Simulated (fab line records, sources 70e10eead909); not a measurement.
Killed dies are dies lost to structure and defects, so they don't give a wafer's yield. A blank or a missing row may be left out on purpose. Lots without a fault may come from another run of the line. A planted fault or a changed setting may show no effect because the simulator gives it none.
Chamber matching | flow nand_harc | NHARC_A_CHANNEL_FILL_D1_ALD_14 on ald_hk-03: 4 sister chambers
The step deposits SiO2, target thk 2.5 nm, pulse time 10 s, ald cycles 25. 8 wafers are shown with their chamber, then 7 later ones without.

WAFERS WITH THEIR CHAMBER
wafer  | chamber | heater_power_w (W) | precursor_pulse_height_rel
L075.5 | 0       | 424                | 1.008
L082.2 | 1       | 453                | 1.018
L084.5 | 0       | 427                | 1.003
L084.6 | 1       | 452                | 0.991
L087.5 | 2       | 432                | 0.989
L087.6 | 3       | 561                | 0.965
L091.3 | 3       | 534                | 1.010
L091.4 | 2       | 431                | 1.030

WAFERS WITHOUT THEIR CHAMBER
wafer  | heater_power_w (W) | precursor_pulse_height_rel
L091.5 | 446                | 0.995
L093.1 | 421                | 0.938
L093.5 | 556                | 1.041
L093.6 | 419                | 0.988
L095.2 | 456                | 1.018
L095.4 | 437                | 0.981
L095.5 | 407                | 0.980

WHICH CHAMBER EACH WENT THROUGH
wafer  | from the rows above          | in truth
L091.5 | can't be placed: 1 or 2 or 0 | 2
L093.1 | can't be placed: 0 or 2 or 1 | 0
L093.5 | 3                            | 3
L093.6 | can't be placed: 0 or 2      | 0
L095.2 | can't be placed: 1 or 2      | 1
L095.4 | can't be placed: 2 or 0 or 1 | 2
L095.5 | can't be placed: 0 or 2      | 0
Placed correctly: 1 of 7. Can't be placed from these rows: 6 (the true chamber is among the candidates in 6). Placed wrongly: 0.
How it was worked out, from the rows above alone: a wafer's distance from a chamber is the root of the sum, over the readings, of the square of ((its reading less the chamber's mean) divided by the reading's scatter). The wafer belongs to the nearest chamber; if the next one is less than 2 further off, it can't be placed. A chamber's mean is the mean of its shown wafers. The scatter: the root of (the sum of the squares of (reading less its chamber's mean) over the shown wafers, divided by (wafers less chambers)).
